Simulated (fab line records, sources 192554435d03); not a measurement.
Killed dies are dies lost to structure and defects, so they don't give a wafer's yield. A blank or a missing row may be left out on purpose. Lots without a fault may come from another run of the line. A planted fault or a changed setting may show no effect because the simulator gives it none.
Which tool did it? | flow n5_finfet | 9 lots, 26 wafers sampled, at 5 steps of a route of 1938

WHAT THE GAUGES READ, wafer by wafer
N5_BEOL_M13_THK_MEAS_01.
lot  | measured     | on            | M13_ILD_THK (nm)
L684 | day 10 04:56 | film_metro-01 | 839 838 843
L687 | day 11 07:34 | film_metro-01 | 838 837 850
L690 | day 12 06:19 | film_metro-02 | 828 847 832
L694 | day 13 08:01 | film_metro-02 | 842 831 833
L697 | day 13 18:38 | film_metro-01 | 830 749
L699 | day 14 14:46 | film_metro-02 | 834 760 841
L707 | day 16 02:44 | film_metro-01 | 841 829 844
L704 | day 16 08:12 | film_metro-01 | 838 844 860
L703 | day 16 09:28 | film_metro-02 | 825 854 859

WHICH TOOL RAN EACH LOT (tool, then ch and the chambers of the sampled wafers, then the start)
lot  | N5_BEOL_M12_DESCUM_33              | N5_BEOL_M12_DEGAS_41         | N5_BEOL_M12_SPUTTER_45       | N5_BEOL_M13_ILD_DEP_00
L684 | rie_diel-03 ch 0,1,3, day 9 23:19  | pvd_sputter-01, day 10 02:59 | pvd_sputter-01, day 10 03:14 | pecvd-02 ch 0,1,2, day 10 04:51
L687 | rie_diel-03 ch 1,2,3, day 11 04:48 | pvd_sputter-01, day 11 06:08 | pvd_sputter-01, day 11 06:22 | pecvd-02 ch 0,1,2, day 11 07:25
L690 | rie_diel-05 ch 2,3, day 11 21:11   | pvd_sputter-02, day 12 04:50 | pvd_sputter-02, day 12 05:04 | pecvd-04 ch 1,2, day 12 06:07
L694 | rie_diel-03 ch 2,3, day 13 04:35   | pvd_sputter-03, day 13 06:11 | pvd_sputter-03, day 13 06:26 | pecvd-04 ch 0,1,2, day 13 07:55
L697 | rie_diel-03 ch 0,1, day 13 13:46   | pvd_sputter-01, day 13 17:11 | pvd_sputter-01, day 13 17:26 | pecvd-02 ch 0,2, day 13 18:29
L699 | rie_diel-05 ch 0,1,3, day 14 08:55 | pvd_sputter-02, day 14 13:16 | pvd_sputter-02, day 14 13:30 | pecvd-02 ch 0,1,2, day 14 14:37
L707 | rie_diel-04 ch 0,1,2, day 15 23:59 | pvd_sputter-02, day 16 01:17 | pvd_sputter-02, day 16 01:32 | pecvd-01 ch 0,1, day 16 02:34
L704 | rie_diel-03 ch 1,2,3, day 16 04:56 | pvd_sputter-03, day 16 06:46 | pvd_sputter-03, day 16 07:01 | pecvd-04 ch 0,1,2, day 16 08:03
L703 | rie_diel-04 ch 0,1,3, day 16 05:38 | pvd_sputter-03, day 16 08:02 | pvd_sputter-03, day 16 08:16 | pecvd-04 ch 1,2, day 16 09:19
- N5_BEOL_M12_DESCUM_33: chemistry O2, time 7.9 s.
- N5_BEOL_M12_DEGAS_41: time 60 s.
- N5_BEOL_M12_SPUTTER_45: material Cu, target thk 80 nm, time 13.33 s.
- N5_BEOL_M13_ILD_DEP_00: deposits SiOC from DEMS/O2, target thk 837.92 nm, time 166.4 s.

THE ANSWER, worked out from the rows above alone
Rule: what is usual is taken from the lots themselves. Put in order of their means at a reading, lots are off if they are a third of the lots or fewer, leave a main group of 4 or more, and stand apart from it by a gap of 3 or more times the standard deviation of the main group's means; of several such gaps the widest counts. A main group whose means are all the same, to the digits that the tables above print for the reading, isn't used. A lot without any number at a reading at which 4 lots or more have one is off too. The other lots that the step has rows for count as sound.
Off: L697, L699, at N5_BEOL_M13_THK_MEAS_01 (M13_ILD_THK). The main group: mean 841 nm, standard deviation 4.4.
A tool fits if, at a process step before that reading, it ran every lot that is off, and no sound lot after the first of them. The gauges at N5_BEOL_M13_THK_MEAS_01 are tried like those tools. One fits: pecvd-02 at N5_BEOL_M13_ILD_DEP_00. Its last sound lot is L687 (day 11 07:25), its first lot that is off L697 (day 13 18:29): a fault that began between those two fits.

WHAT THE SIMULATOR HAD PUT IN
Process parameter drift: pecvd-02, from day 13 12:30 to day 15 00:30, at N5_BEOL_M13_ILD_DEP_00. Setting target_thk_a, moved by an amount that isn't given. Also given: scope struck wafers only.
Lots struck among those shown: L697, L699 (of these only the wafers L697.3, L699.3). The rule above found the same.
